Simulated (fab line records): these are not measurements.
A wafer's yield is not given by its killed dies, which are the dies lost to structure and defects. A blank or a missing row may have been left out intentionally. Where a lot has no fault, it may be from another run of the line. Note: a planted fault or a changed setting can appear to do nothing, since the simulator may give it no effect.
Matching of chambers ; flow nand harc ; 4 sister chambers for NHARC_P_CONTACT_CMP_24 on cmp-04
The step polishes, t overpolish 30 s, target thk 200 nm. 4 wafers are shown with their chamber, then 10 later ones without.

## EACH WAFER AND ITS CHAMBER
wafer;chamber;motor current A (A)
L089.5;1;13.7
L091.6;0;12.1
L093.1;2;10.1
L093.3;3;13.3

## WAFERS WITHOUT THEIR CHAMBER
wafer;motor current A (A)
L093.6;13.6
L095.1;12.4
L095.4;13.2
L095.5;12.7
L096.1;12.9
L096.2;10.1
L096.6;13.1
L097.2;12.1
L097.3;13.1
L097.6;10.3

## CHAMBER TAKEN BY EACH
wafer;from the rows above;in truth
L093.6;can't be placed: 1 or 3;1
L095.1;0;0
L095.4;can't be placed: 3 or 1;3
L095.5;can't be placed: 0 or 3 or 1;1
L096.1;can't be placed: 3 or 1 or 0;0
L096.2;2;2
L096.6;can't be placed: 3 or 1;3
L097.2;0;0
L097.3;can't be placed: 3 or 1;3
L097.6;2;2
Correct placement for 4 of the 10. Unplaceable from these rows: 6, with the true chamber sitting among the candidates in 6. Number placed wrongly: 0.
How it was worked out, from the rows above alone: a wafer's distance from a chamber is the root of the sum, over the readings, of the square of ((its reading less the chamber's mean) divided by the reading's scatter). The wafer belongs to the nearest chamber; if the next one is less than 2 further off, it can't be placed. The mean given for a chamber averages the wafers shown for that chamber. The scatter (one wafer shown for each chamber): square how far every hidden wafer sits from the nearest shown wafer, average those squares and take the square root.
